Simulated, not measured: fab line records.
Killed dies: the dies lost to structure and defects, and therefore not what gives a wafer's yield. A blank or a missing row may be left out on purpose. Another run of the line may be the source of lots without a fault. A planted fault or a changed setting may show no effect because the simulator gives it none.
A lot that was struck, set against a sound lot    flow n5_finfet    16 out of 1938 route steps
Sound: these wafers, L347.3, L347.4, L347.6. Wafers L346.3, L346.6 were the ones struck. Last of all comes the cause.
At each step with rows: each side's tool, then ch and its chambers, then its first start. Under that, the readings that differ: sound wafers    struck wafers    difference of the means    sigmas: that difference in standard deviations of wafers without a fault.
alike: same words and numbers on both sides, and readings whose means sit less than 2 such deviations apart. not compared: any withheld reading, any reading some wafer has no value for, any bound like >300 that may hide the same value, and any number with overlapping values for which the record gives no deviation.
Wherever a step has rows on one side only, a row that says differs or no value, or a row with sigmas, the two part there. Numbers that have no deviation but don't overlap get no sigmas and don't part them. Lack of a reading on every wafer of one side parts them only where that side has two or more wafers.

first, 7 steps without rows for these wafers: N5_BEOL_M0_SAQP_COAT_87 (time 60 s, resist thk 5 nm); N5_BEOL_M0_SAQP_COAT_34 (resist thk 30 nm); N5_BEOL_M0_SAQP_EBR_36; N5_BEOL_M0_SAQP_SOFTBAKE_35 (time 60 s); N5_BEOL_M0_SAQP_EXPOSE_37 (exposes mask M0 CUT1, target cd 30 nm); N5_BEOL_M0_SAQP_PEB_38 (peb time 60 s); N5_BEOL_M0_SAQP_DEVELOP_39 (develop time 30 s).
N5_BEOL_M0_SAQP_CD_MEAS_40: target cd 30 nm.
  sound on cd_sem-03 ch 0, day 9 17:04; struck on cd_sem-02 ch 0, day 9 09:49
  alike: cd_nm
N5_BEOL_M0_SAQP_OVL_MEAS_41:
  sound on overlay-02 ch 0, day 9 17:07; struck on overlay-01 ch 0, day 9 09:52
  alike: M0_CUT1_OVL
N5_BEOL_M0_SAQP_INSPECT_42: inspects for defects (brightfield).
  struck on defect_inspect-01, day 9 09:55; sound on defect_inspect-02, day 9 17:10
  alike: raw_defect_count
N5_BEOL_M0_SAQP_DESCUM_45: chemistry O2, time 7 s.
  sound on rie_diel-02 ch 0,1, day 9 17:57; struck on rie_diel-04 ch 2,3, day 9 10:03
  alike: drypump_motor_current_A, oes_product_au, rf_fwd_power_W, rf_vpp_V, showerhead_plenum_p_Torr, throttle_valve_pct
  not compared: rf_hours_counter_h
N5_BEOL_M0_SAQP_ETCH_88: etches underlayer in N2/H2, target depth 6.5 nm, time 5.2 s.
  sound on rie_diel-02 ch 0,1, day 9 17:59; struck on rie_diel-04 ch 2,3, day 9 10:05
reading                 sound              struck       difference  sigmas
throttle_valve_pct (%)  18.29 17.93 18.27  17.88 17.74  -0.35       -2
  alike: drypump_motor_current_A, etch_rf_on_time_s, oes_product_au, rf_fwd_power_W, rf_vpp_V, showerhead_plenum_p_Torr
  not compared: rf_hours_counter_h
N5_BEOL_M0_SAQP_ETCH_73: etches SiARC in CF4, target depth 19.5 nm, time 32.5 s.
  sound on rie_diel-02 ch 0,1, day 9 18:00; struck on rie_diel-04 ch 2,3, day 9 10:06
reading                sound           struck     difference  sigmas
etch_rf_on_time_s (s)  33.8 32.1 33.9  20.9 21.2  -12.2       -17
oes_product_au (a.u.)  0.59 0.66 0.59  0.95 0.93  +0.33       +5
  alike: drypump_motor_current_A, rf_fwd_power_W, rf_vpp_V, showerhead_plenum_p_Torr, throttle_valve_pct
  not compared: rf_hours_counter_h
N5_BEOL_M0_SAQP_CUT_ETCH_46: etches SOC in N2/H2, target depth 135 nm, overetch 27 nm, time 202.5 s.
  sound on rie_diel-02 ch 0,1, day 9 18:02; struck on rie_diel-04 ch 2,3, day 9 10:08
  alike: drypump_motor_current_A, rf_fwd_power_W, rf_vpp_V, showerhead_plenum_p_Torr, throttle_valve_pct
  not compared: rf_hours_counter_h
N5_BEOL_M4_RC_MEAS_101:
  sound on prober-01 ch 0, day 12 21:48; struck on prober-02 ch 0, day 11 09:59
reading         sound           struck     difference  sigmas
DIBL_N (mV/V)   34.3 42.5 38.5  30.9 33.5  -6.2        -3
IOFF_N (nA/um)  0.11 0.32 0.19  0.10 0.14  -0.09       -2
SS_N (mV/dec)   70.7 74.0 72.0  70.6 70.8  -1.5        -2
SS_P (mV/dec)   73.0 74.4 74.3  72.4 72.4  -1.5        -2
  alike: DIBL_P, IOFF_P, ION_N, ION_P, VT_N, VT_P
-- here the record skips 5 days between the struck wafers' starts before and after, leaving off in module BEOL_M4 and picking up in module PASSIVATION (first step shown: number 1936 of the route) --
N5_PASSIVATION_PROBE_49:
  only the struck wafers here have rows in the record (prober-01, day 16 02:25); the sound ones have none

## WHERE THEY PART
At N5_BEOL_M0_SAQP_ETCH_88 first; at N5_PASSIVATION_PROBE_49 last (within this record only).

WHY: what had been put in by the simulator
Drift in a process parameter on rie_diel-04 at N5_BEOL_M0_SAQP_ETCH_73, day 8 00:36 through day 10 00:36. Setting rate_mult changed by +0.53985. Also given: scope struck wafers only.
